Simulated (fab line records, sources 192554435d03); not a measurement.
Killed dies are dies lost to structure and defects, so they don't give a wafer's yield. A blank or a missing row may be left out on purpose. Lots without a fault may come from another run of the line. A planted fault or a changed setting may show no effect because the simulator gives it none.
Chamber matching | flow n5_finfet | N5_BEOL_M7_STRIP_67 on rie_diel-04: 4 sister chambers
The step strips in CF4. 4 wafers are shown with their chamber, then 10 later ones without.

WAFERS WITH THEIR CHAMBER
wafer  | chamber | showerhead_plenum_p_Torr (Torr)
L086.2 | 3       | 1.70
L086.6 | 0       | 1.77
L088.1 | 2       | 1.76
L088.2 | 1       | 1.86

WAFERS WITHOUT THEIR CHAMBER
wafer  | showerhead_plenum_p_Torr (Torr)
L088.3 | 1.76
L094.1 | 1.91
L094.2 | 1.85
L094.4 | 1.76
L095.4 | 1.76
L095.5 | 1.85
L095.6 | 1.76
L097.2 | 1.76
L097.3 | 1.91
L097.6 | 1.76

WHICH CHAMBER EACH WENT THROUGH
wafer  | from the rows above     | in truth
L088.3 | can't be placed: 2 or 0 | 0
L094.1 | 1                       | 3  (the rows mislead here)
L094.2 | 1                       | 1
L094.4 | can't be placed: 2 or 0 | 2
L095.4 | can't be placed: 2 or 0 | 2
L095.5 | 1                       | 1
L095.6 | can't be placed: 2 or 0 | 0
L097.2 | can't be placed: 2 or 0 | 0
L097.3 | 1                       | 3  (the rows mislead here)
L097.6 | can't be placed: 2 or 0 | 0
Placed correctly: 2 of 10. Can't be placed from these rows: 6 (the true chamber is among the candidates in 6). Placed wrongly: 2.
How it was worked out, from the rows above alone: a wafer's distance from a chamber is the root of the sum, over the readings, of the square of ((its reading less the chamber's mean) divided by the reading's scatter). The wafer belongs to the nearest chamber; if the next one is less than 2 further off, it can't be placed. A chamber's mean is the mean of its shown wafers. The scatter: with one shown wafer a chamber, the root of the mean of the squares of how far each hidden wafer lies from its nearest shown one.
